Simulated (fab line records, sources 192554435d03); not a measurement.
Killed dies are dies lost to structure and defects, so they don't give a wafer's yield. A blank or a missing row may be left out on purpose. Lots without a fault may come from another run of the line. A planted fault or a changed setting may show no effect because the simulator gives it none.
Chamber matching | flow n5_finfet | N5_HKMG_FIN_ETCH_35 on rie_diel-02: 4 sister chambers
The step etches SOC in N2/H2, target depth 215.8 nm, time 243.4 s. 8 wafers are shown with their chamber, then 7 later ones without.

WAFERS WITH THEIR CHAMBER
wafer  | chamber | drypump_motor_current_A (A) | showerhead_plenum_p_Torr (Torr)
L080.5 | 2       | 6.4                         | 2.67
L082.1 | 0       | 4.9                         | 2.56
L082.6 | 1       | 4.9                         | 2.70
L085.1 | 3       | 5.2                         | 2.57
L085.2 | 0       | 4.9                         | 2.56
L085.3 | 1       | 5.0                         | 2.69
L090.1 | 3       | 5.2                         | 2.57
L090.2 | 2       | 6.3                         | 2.66

WAFERS WITHOUT THEIR CHAMBER
wafer  | drypump_motor_current_A (A) | showerhead_plenum_p_Torr (Torr)
L090.3 | 5.0                         | 2.69
L094.2 | 4.9                         | 2.56
L094.3 | 6.4                         | 2.66
L094.5 | 5.0                         | 2.69
L096.1 | 4.9                         | 2.55
L096.4 | 6.4                         | 2.65
L096.6 | 4.9                         | 2.55

WHICH CHAMBER EACH WENT THROUGH
wafer  | from the rows above | in truth
L090.3 | 1                   | 1
L094.2 | 0                   | 0
L094.3 | 2                   | 2
L094.5 | 1                   | 1
L096.1 | 0                   | 0
L096.4 | 2                   | 2
L096.6 | 0                   | 0
Placed correctly: 7 of 7. Can't be placed from these rows: 0. Placed wrongly: 0.
How it was worked out, from the rows above alone: a wafer's distance from a chamber is the root of the sum, over the readings, of the square of ((its reading less the chamber's mean) divided by the reading's scatter). The wafer belongs to the nearest chamber; if the next one is less than 2 further off, it can't be placed. A chamber's mean is the mean of its shown wafers. The scatter: the root of (the sum of the squares of (reading less its chamber's mean) over the shown wafers, divided by (wafers less chambers)).
